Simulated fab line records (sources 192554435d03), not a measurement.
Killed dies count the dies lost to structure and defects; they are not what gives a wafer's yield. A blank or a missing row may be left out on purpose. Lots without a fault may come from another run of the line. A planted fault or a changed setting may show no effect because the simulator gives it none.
Which tool was responsible? | flow n5 finfet | 11 lots with 32 wafers sampled at 4 steps, on a route of 1938 steps

## WHAT THE GAUGES READ, wafer by wafer
N5_BEOL_M7_INSPECT_13: inspects for defects (brightfield).
lot  | measured     | on                | raw defect count
L887 | day 9 02:41  | defect inspect-01 | 367 460
L889 | day 9 09:48  | defect inspect-02 | 431 414 397
L890 | day 9 16:21  | defect inspect-02 | 291 348 366
L895 | day 11 00:18 | defect inspect-01 | 355 417 451
L896 | day 11 06:15 | defect inspect-02 | 749 792 733
L898 | day 11 16:26 | defect inspect-02 | 850 760 973
L901 | day 13 00:33 | defect inspect-02 | 377 375 573
L902 | day 13 01:55 | defect inspect-01 | 304 339 340
L906 | day 13 18:44 | defect inspect-01 | 478 317 257
L909 | day 15 05:35 | defect inspect-01 | 446 394 452
L910 | day 15 05:40 | defect inspect-02 | 407 560 320

## TOOL THAT RAN EACH LOT (tool first, then ch and the chambers of the sampled wafers, then the start)
lot  | N5_BEOL_M6_ANNEAL_51             | N5_BEOL_M7_PECVD_70             | N5_BEOL_M7_HM_DEP_02
L887 | rtp anneal-01 ch 0, day 8 21:56  | pecvd-01 ch 0,2, day 8 23:20    | pvd sputter-03, day 9 02:16
L889 | rtp anneal-02 ch 0, day 9 07:11  | pecvd-04 ch 1,2, day 9 08:33    | pvd sputter-01, day 9 09:15
L890 | rtp anneal-01 ch 0, day 9 13:50  | pecvd-04 ch 0,1, day 9 15:14    | pvd sputter-03, day 9 15:55
L895 | rtp anneal-02 ch 0, day 10 19:47 | pecvd-01 ch 1,2, day 10 21:07   | pvd sputter-03, day 10 23:45
L896 | rtp anneal-02 ch 0, day 11 01:44 | pecvd-04 ch 1,2, day 11 03:35   | pvd sputter-02, day 11 05:49
L898 | rtp anneal-02 ch 0, day 11 13:09 | pecvd-04 ch 0,1,2, day 11 14:36 | pvd sputter-01, day 11 15:53
L901 | rtp anneal-01 ch 0, day 12 21:32 | pecvd-01 ch 1,2, day 12 23:14   | pvd sputter-02, day 13 00:00
L902 | rtp anneal-02 ch 0, day 12 22:02 | pecvd-03 ch 0,2, day 12 23:43   | pvd sputter-01, day 13 01:22
L906 | rtp anneal-02 ch 0, day 13 15:32 | pecvd-01 ch 0,1, day 13 17:00   | pvd sputter-03, day 13 18:11
L909 | rtp anneal-02 ch 0, day 15 02:15 | pecvd-01 ch 0,1,2, day 15 04:05 | pvd sputter-03, day 15 05:02
L910 | rtp anneal-02 ch 0, day 15 03:17 | pecvd-04 ch 0,1, day 15 04:35   | pvd sputter-03, day 15 05:14
- N5_BEOL_M6_ANNEAL_51: time 90 s.
- N5_BEOL_M7_PECVD_70: deposits SiO2 from TEOS/O2, target thk 20 nm, time 22.7 s.
- N5_BEOL_M7_HM_DEP_02: deposits TiN, target thk 20 nm.

## THE ANSWER, worked out from the rows above alone
Rule: the usual values come from the lots themselves. Put in order of their means at a reading, lots are off if they are a third of the lots or fewer, leave a main group of 4 or more, and stand apart from it by a gap of 3 or more times the standard deviation of the main group's means; of several such gaps the widest counts. A main group whose means are all the same, to the digits that the tables above print for the reading, isn't used. A lot without any number at a reading at which 4 lots or more have one is off too. All remaining lots with rows at the step are treated as sound.
Off at N5_BEOL_M7_INSPECT_13 (raw defect count): L896, L898. Main group: mean 394, sd 42.
A tool fits if, at a process step before that reading, it ran every lot that is off, and no sound lot after the first of them. The gauges at N5_BEOL_M7_INSPECT_13 are tried like those tools. None of those tried fits.

## WHAT THE SIMULATOR PUT IN
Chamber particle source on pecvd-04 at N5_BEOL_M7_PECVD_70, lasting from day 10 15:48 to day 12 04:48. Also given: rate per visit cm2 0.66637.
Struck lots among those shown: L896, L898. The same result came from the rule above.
